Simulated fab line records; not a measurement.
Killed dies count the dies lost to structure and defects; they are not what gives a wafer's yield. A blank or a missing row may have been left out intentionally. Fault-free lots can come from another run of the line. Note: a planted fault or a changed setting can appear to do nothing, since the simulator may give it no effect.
8D (eight disciplines) problem report, filled in by code + flow nand harc + the parts of the form that need people (team, actions taken, sign-off) are left out

== 1. WHAT IS WRONG ==
At NHARC_END_SORT_01, sort_bin_3_pct averages 4.1 % over 3 wafers from 2 lots, while fault-free wafers read 0.6 %, standard deviation 0.38. That is +9.1 standard deviations from the usual mean.
Earliest sighting: wafer L124.2 on prober-01 at day 31 02:20. The record has a number at this step for 4 wafers belonging to 2 lots. Rule for "out" (also "out of limits"): further than 4 standard deviations from the usual mean. Any other wafer with a number is counted as sound.

== 2. WHAT IT IS; WHAT IT IS NOT ==
| question                    | is                     | is not                                                                          |
|-----------------------------|------------------------|---------------------------------------------------------------------------------|
| which readings at this step | sort_bin_3_pct         | killed at other, killed at periphery, killed open, killed short, sort_bin_4_pct |
| which lots                  | L124, L125             | -                                                                               |
| which wafers of those lots  | L124.2, L124.5, L125.3 | L124.6                                                                          |
| read on which gauges        | prober-01, prober-02   | -                                                                               |
| when                        | from day 31 02:20      | up to then (0 sound wafers); but 1 sound wafer of L124 came after               |

== 3. THE SUSPECTS, EACH WITH WHAT RULES IT OUT ==
Counting: any tool at a process step up to the reading remains a suspect provided it ran every lot that is out. Sound lots after the first of them don't rule it out here, since some wafers of a struck lot are sound.
- the gauge at NHARC_END_SORT_01: ruled out. The wafers that are out were read on 2 gauges (prober-01, prober-02).
- rie diel-13 at NHARC_A_M0_DESCUM_14 (chemistry O2, time 3 s): kept. It ran every lot that is out, first L124 (day 28 12:57).
- pvd sputter-02 at NHARC_A_M0_DEGAS_28 (time 60 s): kept. It ran every lot that is out, first L124 (day 28 13:54).
- pvd sputter-02 at NHARC_A_M0_PVD_20 (deposits TaN, target thk 5 nm, time 8.06 s): kept. It ran every lot that is out, first L124 (day 28 14:08). NHARC_A_M0_PVD_20: start missing for some lots; hours and lot order therefore follow NHARC_A_M0_PVD_21.
- pvd sputter-02 at NHARC_A_M0_PVD_21 (deposits Cu, target thk 30 nm, time 20.49 s): kept. It ran every lot that is out, first L124 (day 28 14:08).
- Within rie diel-13 at NHARC_A_M0_DESCUM_14: the wafers that are out ran in chambers 2, 3; their sound lot-mates ran in chamber 0.
Left after counting: rie diel-13 at NHARC_A_M0_DESCUM_14, pvd sputter-02 at NHARC_A_M0_DEGAS_28, pvd sputter-02 at NHARC_A_M0_PVD_20, pvd sputter-02 at NHARC_A_M0_PVD_21.

== 4. THE CAUSE (what the simulator had put in) ==
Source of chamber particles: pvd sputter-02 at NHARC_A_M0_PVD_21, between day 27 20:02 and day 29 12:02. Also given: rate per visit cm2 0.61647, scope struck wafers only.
After counting, 4 suspects remain, this tool included.

== 5. SEQUENCE OF EFFECTS, ordered by route ==
Rows list readings where the struck wafers' mean (over those with a number) sits beyond 3 standard deviations from the usual. Scope: only readings with a usual standard deviation given in the record; hours: median across lots of the time from each lot's start at the first step in this table that gives one to its start at this step; sigmas: change in usual standard deviations.
| hours | step              | reading              | usual  | on struck wafers | change | sigmas |
|-------|-------------------|----------------------|--------|------------------|--------|--------|
| 0     | NHARC_END_SORT_01 | defect limited yield | 92.3 % | 82.3             | -10.0  | -3.7   |
| 0     | NHARC_END_SORT_01 | killed at array      | 47     | 115              | +68    | +3.8   |
| 0     | NHARC_END_SORT_01 | killed dies          | 52     | 120              | +68    | +3.8   |
| 0     | NHARC_END_SORT_01 | sort_bin_2_pct       | 2.7 %  | 6.6              | +3.9   | +3.3   |
| 0     | NHARC_END_SORT_01 | sort_bin_3_pct       | 0.6 %  | 4.1              | +3.5   | +9.1   |
| 0     | NHARC_END_SORT_01 | sort n pass          | 625    | 557              | -68    | -3.8   |
| 0     | NHARC_END_SORT_01 | sort rim yield pct   | 89 %   | 71               | -18    | -3.9   |
| 0     | NHARC_END_SORT_01 | sort yield pct       | 92.3 % | 82.3             | -10.0  | -3.7   |

== 6. WHAT WOULD HAVE CAUGHT IT SOONER ==
78 hours passed between the start of the fault at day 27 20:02 and the first reading out of limits at a measuring or inspecting step in this record, taken at day 31 02:20.
Of the tool readings at NHARC_A_M0_PVD_21 for which the record gives a usual standard deviation, none was out on any struck wafer, so an alarm limit of 4 standard deviations on them would not have fired.
The start of NHARC_A_M0_PVD_21 on pvd sputter-02 came by day 31 02:20 for every one of the lots that are out (2). Tool hold at that time: it would have spared none of them.
